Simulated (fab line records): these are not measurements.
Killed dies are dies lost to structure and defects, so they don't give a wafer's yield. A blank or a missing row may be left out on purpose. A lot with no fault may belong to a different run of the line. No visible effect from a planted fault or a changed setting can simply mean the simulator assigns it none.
fab line records -- flow nand-harc
[record] lots = 6, wafers = 18, last-day = 32
route steps=1302 shown A_ONON_D1@432
lots with no fault: from the same line, run without faults
start-h: the number of hours between the record's first day and the start of the first shown wafer of the lot -- wait-h: how many hours have passed since the lot's step before this one -- " the same as in the row above -- L1.1+2: one row covering several wafers at once -- - no value present, or no start provided -- * or withheld: withheld -- < > ~ a bound
route shown NAME@n: a module of which the file shows steps, and the number in the route of the first -- usual: mean/standard deviation of fault-free wafers -- same: alike in all rows -- chamber/n: place in a boat -- sites: the reading at each site -- _std_site: their standard deviation -- _edge_site: the outer-site mean with the inner-site mean subtracted -- radius-mm: how far each site lies from the wafer's centre -- mask NAME#n: copy n -- behind: the most recent tool/chamber to have shaped the wafer -- hold: cause of the lot's hold/its duration in hours/its outcome -- device: the transistor (n, p or np) that didn't switch -- end of line: the tests these same wafers got at the end of their route -- a step given without rows: its recipe and nothing more -- killed: count of dies lost to structure and defects at first sort (not the wafer's yield) -- map: shows each die of a wafer: x if killed, . if not, _ if none is there
set.NAME: setting as actually run; set.NAME@STEP: the setting as run at that earlier step -- model.NAME: the simulator's own value behind a step, which no gauge read
lots at some steps of the route; a table a step, a row a wafer
services: the hour from which a tool's chamber was out of use, counted from the record's first day as start-h (under 0 if before that day), plus the number of hours and why
[[steps]]
[step NHARC_A_ONON_D1_DEP_12]
[recipe] target-thk-a = 10000, n2-flow-sccm = 2750, n2o-flow-sccm = 2000, nh3-flow-sccm = 500, sih4-flow-sccm = 210, temp-c = 400
[step NHARC_A_ONON_D1_THK_MEAS_14]
[recipe] thk-meas-gauge = ellipsometry
[usual] thk-nm = 999/11
lot.wafer,tool,chamber,start-h,wait-h,thk-nm
L469.1,film-metro-02,-,204.12,-,1005
L469.5,film-metro-02,-,204.12,-,1006
L469.6,film-metro-02,-,204.12,-,1006
L474.1,film-metro-01,-,251.32,-,982
L474.5,film-metro-01,-,251.32,-,982
L474.6,film-metro-01,-,251.32,-,981
L475.3,film-metro-02,-,256.59,-,993
L475.4,film-metro-02,-,256.59,-,994
L475.5,film-metro-02,-,256.59,-,993
L480.1,film-metro-01,-,321.74,-,1019
L480.5,film-metro-01,-,321.74,-,1019
L480.6,film-metro-01,-,321.74,-,1019
L481.1,film-metro-02,-,332.42,-,994
L481.4,film-metro-02,-,332.42,-,995
L481.5,film-metro-02,-,332.42,-,994
L486.4,film-metro-01,-,372.73,-,998
L486.5,film-metro-01,-,372.73,-,999
L486.6,film-metro-01,-,372.73,-,999
[step NHARC_A_ONON_D1_ANNEAL_15]
[recipe] temp-c = 750, time-s = 3600
[step NHARC_A_ONON_D1_DEP_16]
[recipe] target-thk-a = 10000, n2-flow-sccm = 2750, n2o-flow-sccm = 2000, nh3-flow-sccm = 500, sih4-flow-sccm = 210, temp-c = 400
[step NHARC_A_ONON_D1_THK_MEAS_18]
[recipe] thk-meas-gauge = ellipsometry
[usual] thk-nm = 1001/9.2
lot.wafer,tool,chamber,start-h,wait-h,thk-nm
L469.1,film-metro-02,-,212.15,-,998
L469.5,film-metro-02,-,212.15,-,999
L469.6,film-metro-02,-,212.15,-,998
L474.1,film-metro-02,-,259.15,-,1012
L474.5,film-metro-02,-,259.15,-,1009
L474.6,film-metro-02,-,259.15,-,1010
L475.3,film-metro-02,-,268.03,-,1006
L475.4,film-metro-02,-,268.03,-,1008
L475.5,film-metro-02,-,268.03,-,1007
L480.1,film-metro-02,-,330.42,-,1010
L480.5,film-metro-02,-,330.42,-,1008
L480.6,film-metro-02,-,330.42,-,1008
L481.1,film-metro-02,-,340.21,-,991
L481.4,film-metro-02,-,340.21,-,994
L481.5,film-metro-02,-,340.21,-,996
L486.4,film-metro-01,-,380.54,-,1011
L486.5,film-metro-01,-,380.54,-,1011
L486.6,film-metro-01,-,380.54,-,1013
[step NHARC_A_ONON_D1_DEP_19]
[recipe] target-thk-a = 10000, n2-flow-sccm = 2750, n2o-flow-sccm = 2000, nh3-flow-sccm = 500, sih4-flow-sccm = 210, temp-c = 400
[step NHARC_A_ONON_D1_THK_MEAS_21]
[recipe] thk-meas-gauge = ellipsometry
[usual] thk-nm = 1000/7.4
lot.wafer,tool,chamber,start-h,wait-h,thk-nm
L469.1,film-metro-01,-,212.71,-,1010
L469.5,film-metro-01,-,212.71,-,1009
L469.6,film-metro-01,-,212.71,-,1008
L474.1,film-metro-02,-,259.72,-,1012
L474.5,film-metro-02,-,259.72,-,1012
L474.6,film-metro-02,-,259.72,-,1012
L475.3,film-metro-01,-,268.59,-,1002
L475.4,film-metro-01,-,268.59,-,1001
L475.5,film-metro-01,-,268.59,-,1004
L480.1,film-metro-01,-,330.99,-,1003
L480.5,film-metro-01,-,330.99,-,1002
L480.6,film-metro-01,-,330.99,-,1004
L481.1,film-metro-02,-,340.78,-,987
L481.4,film-metro-02,-,340.78,-,990
L481.5,film-metro-02,-,340.78,-,991
L486.4,film-metro-01,-,381.11,-,990
L486.5,film-metro-01,-,381.11,-,988
L486.6,film-metro-01,-,381.11,-,989
[step NHARC_A_ONON_D1_DEP_22]
[recipe] target-thk-a = 10000, n2-flow-sccm = 2750, n2o-flow-sccm = 2000, nh3-flow-sccm = 500, sih4-flow-sccm = 210, temp-c = 400
[step NHARC_A_ONON_D1_THK_MEAS_24]
[recipe] thk-meas-gauge = ellipsometry
[usual] thk-nm = 996/11
lot.wafer,tool,chamber,start-h,wait-h,thk-nm
L469.1,film-metro-01,-,213.28,-,992
L469.5,film-metro-01,-,213.28,-,994
L469.6,film-metro-01,-,213.28,-,994
L474.1,film-metro-01,-,260.29,-,993
L474.5,film-metro-01,-,260.29,-,994
L474.6,film-metro-01,-,260.29,-,994
L475.3,film-metro-02,-,269.18,-,993
L475.4,film-metro-02,-,269.18,-,994
L475.5,film-metro-02,-,269.18,-,994
L480.1,film-metro-02,-,331.56,-,1001
L480.5,film-metro-02,-,331.56,-,1004
L480.6,film-metro-02,-,331.56,-,1004
L481.1,film-metro-02,-,341.33,-,982
L481.4,film-metro-02,-,341.33,-,978
L481.5,film-metro-02,-,341.33,-,980
L486.4,film-metro-01,-,381.67,-,971
L486.5,film-metro-01,-,381.67,-,970
L486.6,film-metro-01,-,381.67,-,971
[step NHARC_A_ONON_D1_DEP_25]
[recipe] target-thk-a = 10000, n2-flow-sccm = 2750, n2o-flow-sccm = 2000, nh3-flow-sccm = 500, sih4-flow-sccm = 210, temp-c = 400
[step NHARC_A_ONON_D1_THK_MEAS_27]
[recipe] thk-meas-gauge = ellipsometry
[usual] thk-nm = 999/9.7
lot.wafer,tool,chamber,start-h,wait-h,thk-nm
L469.1,film-metro-01,-,213.85,-,979
L469.5,film-metro-01,-,213.85,-,979
L469.6,film-metro-01,-,213.85,-,981
L474.1,film-metro-02,-,260.85,-,1000
L474.5,film-metro-02,-,260.85,-,1003
L474.6,film-metro-02,-,260.85,-,1002
L475.3,film-metro-02,-,269.75,-,1014
L475.4,film-metro-02,-,269.75,-,1014
L475.5,film-metro-02,-,269.75,-,1014
L480.1,film-metro-02,-,332.13,-,1010
L480.5,film-metro-02,-,332.13,-,1008
L480.6,film-metro-02,-,332.13,-,1010
L481.1,film-metro-02,-,341.90,-,998
L481.4,film-metro-02,-,341.90,-,998
L481.5,film-metro-02,-,341.90,-,999
L486.4,film-metro-01,-,382.24,-,1003
L486.5,film-metro-01,-,382.24,-,1003
L486.6,film-metro-01,-,382.24,-,1003
[step NHARC_A_ONON_D1_DEP_28]
[recipe] target-thk-a = 10000, n2-flow-sccm = 2750, n2o-flow-sccm = 2000, nh3-flow-sccm = 500, sih4-flow-sccm = 210, temp-c = 400
lot.wafer,tool,chamber,start-h,wait-h
L469.1+5+6,pecvd-onon-01,0,213.90,0.1
L474.1+5+6,pecvd-onon-04,0,260.91,0.1
L475.3+4+5,pecvd-onon-04,0,269.92,0.2
L480.1+5+6,pecvd-onon-04,0,332.18,0.1
L481.1+4+5,pecvd-onon-03,0,341.95,0.1
L486.4+5+6,pecvd-onon-04,0,382.47,0.2
[step NHARC_A_ONON_D1_THK_MEAS_30]
[recipe] thk-meas-gauge = ellipsometry
[usual] thk-nm = 999/10
lot.wafer,tool,chamber,start-h,wait-h,hold,thk-nm
L469.1,film-metro-01,-,214.41,-,-,1005
L469.5,film-metro-01,-,214.41,-,-,1005
L469.6,film-metro-01,-,214.41,-,-,1006
L474.1,film-metro-02,-,261.42,-,await-dispo/0.2h/release,708
L474.5,film-metro-02,-,261.42,-,await-dispo/0.2h/release,711
L474.6,film-metro-02,-,261.42,-,await-dispo/0.2h/release,710
L474.1,film-metro-02,-,261.59,0.2,-,710
L474.5,film-metro-02,-,261.59,0.2,-,710
L474.6,film-metro-02,-,261.59,0.2,-,712
L475.3,film-metro-02,-,270.32,-,await-dispo/0.2h/release,703
L475.4,film-metro-02,-,270.32,-,await-dispo/0.2h/release,703
L475.5,film-metro-02,-,270.32,-,await-dispo/0.2h/release,703
L475.3,film-metro-02,-,270.49,0.2,-,704
L475.4,film-metro-02,-,270.49,0.2,-,704
L475.5,film-metro-02,-,270.49,0.2,-,702
L480.1,film-metro-02,-,332.70,-,-,1005
L480.5,film-metro-02,-,332.70,-,-,1004
L480.6,film-metro-02,-,332.70,-,-,1003
L481.1,film-metro-02,-,342.46,-,-,979
L481.4,film-metro-02,-,342.46,-,-,977
L481.5,film-metro-02,-,342.46,-,-,979
L486.4,film-metro-01,-,382.80,-,-,1005
L486.5,film-metro-01,-,382.80,-,-,1007
L486.6,film-metro-01,-,382.80,-,-,1005
[step NHARC_A_ONON_D1_DEP_33]
[recipe] target-thk-a = 2000, temp-c = 400, pressure-torr = 6.5, rf-w = 900, teos-flow-sccm = 161.4, flow-sccm = 2650, target-thk-nm = 200, gas = O2, material = SiO2
[usual] heater-power-w = 606/72, throttle-valve-pct = 16.1/0.48
lot.wafer,tool,chamber,start-h,wait-h,hold,heater-power-w,since-wet-clean-h,throttle-valve-pct
L469.1,pecvd-04,1,214.52,0.1,-,533,114,16.0
L469.6,pecvd-04,0,214.52,0.1,-,553,-,16.7
L469.5,pecvd-04,2,214.52,0.1,-,637,-,16.5
L474.1,pecvd-04,0,265.37,3.8,await-dispo/3.7h/release,517,164,16.6
L474.5,pecvd-04,0,265.37,3.8,await-dispo/3.7h/release,533,-,16.9
L474.6,pecvd-04,1,265.37,3.8,await-dispo/3.7h/release,610,-,16.2
L475.3,pecvd-02,2,271.77,1.3,await-dispo/1.2h/release,563,31,15.4
L475.5,pecvd-02,1,271.77,1.3,await-dispo/1.2h/release,643,-,15.1
L475.4,pecvd-02,2,271.77,1.3,await-dispo/1.2h/release,569,-,15.6
L480.1,pecvd-04,2,332.80,0.1,-,515,51,16.1
L480.6,pecvd-04,1,332.80,0.1,-,627,-,16.1
L480.5,pecvd-04,2,332.80,0.1,-,536,-,16.4
L481.1,pecvd-04,2,342.52,0.1,-,537,61,16.1
L481.5,pecvd-04,2,342.52,0.1,-,549,-,16.1
L481.4,pecvd-04,1,342.52,0.1,-,658,-,15.9
L486.6,pecvd-04,2,382.99,0.2,-,552,-,15.9
L486.4,pecvd-04,0,382.99,0.2,-,599,-,16.3
L486.5,pecvd-04,1,382.99,0.2,-,706,-,16.2
[[services]]
tool,chamber,start-h,hours,kind
pecvd-onon-03,-,227.39,13.0,pm
pecvd-02,-,227.73,13.0,pm
pecvd-02,0,227.73,13.0,vent-cycle
pecvd-02,1,227.73,13.0,vent-cycle
pecvd-02,2,227.73,13.0,vent-cycle
pecvd-02,0,240.73,-,clean
pecvd-02,1,240.73,-,clean
pecvd-02,2,240.73,-,clean
pecvd-02,-,260.28,3.9,repair
pecvd-04,1,267.62,12.7,repair
pecvd-04,-,269.00,13.0,pm
pecvd-04,0,269.00,13.0,vent-cycle
pecvd-04,2,269.00,13.0,vent-cycle
pecvd-onon-01,-,269.20,13.0,pm
pecvd-04,0,282.00,-,clean
pecvd-04,1,282.00,-,clean
pecvd-04,2,282.00,-,clean
pecvd-onon-04,-,311.18,13.0,pm
pecvd-04,-,362.97,1.0,repair
[[key]]
[first-sign] step = NHARC_A_ONON_D1_THK_MEAS_30, reading = visit, direction = added
[effect] step = NHARC_A_ONON_D1_THK_MEAS_30, reading = thk-nm, direction = down, sigmas = 28, usual = 999, struck = 706
met-at NHARC_A_ONON_D1_DEP_28
struck-wafers L474.1,L474.5,L474.6,L475.3,L475.4,L475.5
later-rows-left-out L474.1,L474.5,L474.6,L475.3,L475.4,L475.5
sort-left-out L474.1,L474.5,L474.6,L475.3,L475.4,L475.5
tester-left-out L474,L475
[fault] kind = process-parameter-drift, tool = pecvd-onon-04, chamber = 0, onset-h = 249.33, steps = NHARC_A_ONON_D1_DEP_28, channel = target-thk-a, offset = *, shape = step, end-h = 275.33, acts-in = *, stated = *
// tester-left-out: of these lots the tester's yield and bins aren't shown, on N5 and GAA mostly nor the transistor test; their killed dies are dies lost to structure and defects alone, not to doping, threshold or leakage, so they don't give the yield
// sort-left-out: the simulated sort isn't trusted on such a fault, so these wafers' sort isn't shown, and their yield isn't known
// later-rows-left-out: the simulator's readings of these wafers behind a module that went badly wrong aren't trusted and aren't shown, but for the sort
